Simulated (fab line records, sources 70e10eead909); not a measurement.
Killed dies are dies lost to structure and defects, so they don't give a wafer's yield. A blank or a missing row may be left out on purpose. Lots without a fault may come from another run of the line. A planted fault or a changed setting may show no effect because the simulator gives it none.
Tool commonality check | flow nand_harc | 12 lots, 36 wafers sampled

WHY IT WAS OPENED
At NHARC_P_CONTACT_CD_MEAS_12 the reading cd_nm is flagged on 1 of 12 lots. Wafers without a fault read 90.3 nm, standard deviation 0.72.
Rule: a lot is flagged when every wafer of it that has a number lies more than 4 standard deviations from that mean, or none has a number. The other lots count as sound.

lot  | measured     | on        | cd_nm (nm), wafer by wafer | flag
L769 | day 5 19:52  | cd_sem-02 | 91.4 90.9 90.2             |
L768 | day 5 21:21  | cd_sem-02 | 92.3 91.7 91.3             |
L770 | day 6 02:01  | cd_sem-02 | 90.9 89.9 90.3             |
L772 | day 6 09:30  | cd_sem-01 | 89.7 90.0 90.4             |
L771 | day 6 10:11  | cd_sem-03 | 89.5 89.7 89.9             |
L775 | day 7 17:15  | cd_sem-03 | 90.2 90.5 90.3             |
L776 | day 7 18:29  | cd_sem-03 | 89.6 88.9 90.2             |
L779 | day 8 17:10  | cd_sem-02 | 95.7 96.6 96.8             | FLAGGED
L787 | day 10 08:49 | cd_sem-02 | 90.4 89.6 90.1             |
L788 | day 10 15:40 | cd_sem-03 | 89.1 89.7 89.4             |
L790 | day 11 07:21 | cd_sem-01 | 90.2 90.1 91.0             |
L791 | day 11 07:32 | cd_sem-01 | 89.6 90.6 89.1             |
The numbers of the flagged lots are 96.4 nm on average: +6.1 nm against the usual, or +8 standard deviations.

WHICH TOOL RAN EACH LOT
The record holds 2 process steps before the reading, out of a route of 1159 steps. In each cell: the tool, then ch and the chambers that the sampled wafers went through, then the start.
lot  | flag    | NHARC_P_GATE_STRIP_95                | NHARC_P_CONTACT_EXPOSE_09
L769 |         | plasma_asher-02 ch 0,1, day 5 15:53  | arfi_scanner-03 ch 0, day 5 19:43
L768 |         | plasma_asher-02 ch 0,1, day 5 17:34  | arfi_scanner-03 ch 0, day 5 21:13
L770 |         | plasma_asher-01 ch 0,1, day 5 22:43  | arfi_scanner-03 ch 0, day 6 01:52
L772 |         | plasma_asher-02 ch 0,1, day 6 05:57  | arfi_scanner-01 ch 0, day 6 09:22
L771 |         | plasma_asher-01 ch 0,1, day 6 06:49  | arfi_scanner-01 ch 0, day 6 10:02
L775 |         | plasma_asher-02 ch 0,1, day 7 13:44  | arfi_scanner-02 ch 0, day 7 17:07
L776 |         | plasma_asher-01 ch 0,1, day 7 15:01  | arfi_scanner-02 ch 0, day 7 18:21
L779 | FLAGGED | plasma_asher-02 ch 0,1, day 8 13:42  | arfi_scanner-03 ch 0, day 8 17:01
L787 |         | plasma_asher-01 ch 0, day 10 05:02   | arfi_scanner-03 ch 0, day 10 08:40
L788 |         | plasma_asher-02 ch 0,1, day 10 12:14 | arfi_scanner-01 ch 0, day 10 15:31
L790 |         | plasma_asher-02 ch 0, day 11 03:41   | arfi_scanner-02 ch 0, day 11 07:13
L791 |         | plasma_asher-01 ch 0,1, day 11 04:06 | arfi_scanner-01 ch 0, day 11 07:23
What these steps do:
- NHARC_P_GATE_STRIP_95: strips in O2.
- NHARC_P_CONTACT_EXPOSE_09: exposes mask P CA, target cd 90 nm.
- NHARC_P_CONTACT_CD_MEAS_12: target cd 90 nm.

FLAGGED OVER TOTAL, TOOL BY TOOL (the gauges that took the reading come last)
step                       | tool            | lots run | flagged | share of the flagged lots | sound lots run after its first flagged lot
NHARC_P_GATE_STRIP_95      | plasma_asher-01 | 5        | 0       | none                      | -
NHARC_P_GATE_STRIP_95      | plasma_asher-02 | 7        | 1       | all                       | 2 (L788,L790)
NHARC_P_CONTACT_EXPOSE_09  | arfi_scanner-01 | 4        | 0       | none                      | -
NHARC_P_CONTACT_EXPOSE_09  | arfi_scanner-02 | 3        | 0       | none                      | -
NHARC_P_CONTACT_EXPOSE_09  | arfi_scanner-03 | 5        | 1       | all                       | 1 (L787)
NHARC_P_CONTACT_CD_MEAS_12 | cd_sem-01       | 3        | 0       | none                      | -
NHARC_P_CONTACT_CD_MEAS_12 | cd_sem-02       | 5        | 1       | all                       | 1 (L787)
NHARC_P_CONTACT_CD_MEAS_12 | cd_sem-03       | 4        | 0       | none                      | -

WHAT THE TABLE ALLOWS
3 rows of the table ran every flagged lot: plasma_asher-02 at NHARC_P_GATE_STRIP_95, arfi_scanner-03 at NHARC_P_CONTACT_EXPOSE_09, cd_sem-02 at NHARC_P_CONTACT_CD_MEAS_12.
- plasma_asher-02 at NHARC_P_GATE_STRIP_95: 1 of its 7 lots flagged. Sound lots ran on it after the first flagged one (L788, L790), which a lasting fault on the whole tool wouldn't allow.
- arfi_scanner-03 at NHARC_P_CONTACT_EXPOSE_09: 1 of its 5 lots flagged. Sound lots ran on it after the first flagged one (L787), which a lasting fault on the whole tool wouldn't allow.
- cd_sem-02 at NHARC_P_CONTACT_CD_MEAS_12: 1 of its 5 lots flagged. Sound lots ran on it after the first flagged one (L787), which a lasting fault on the whole tool wouldn't allow.
No row of the table ran every flagged lot and no sound lot after the first.

WHAT THE SIMULATOR HAD PUT IN
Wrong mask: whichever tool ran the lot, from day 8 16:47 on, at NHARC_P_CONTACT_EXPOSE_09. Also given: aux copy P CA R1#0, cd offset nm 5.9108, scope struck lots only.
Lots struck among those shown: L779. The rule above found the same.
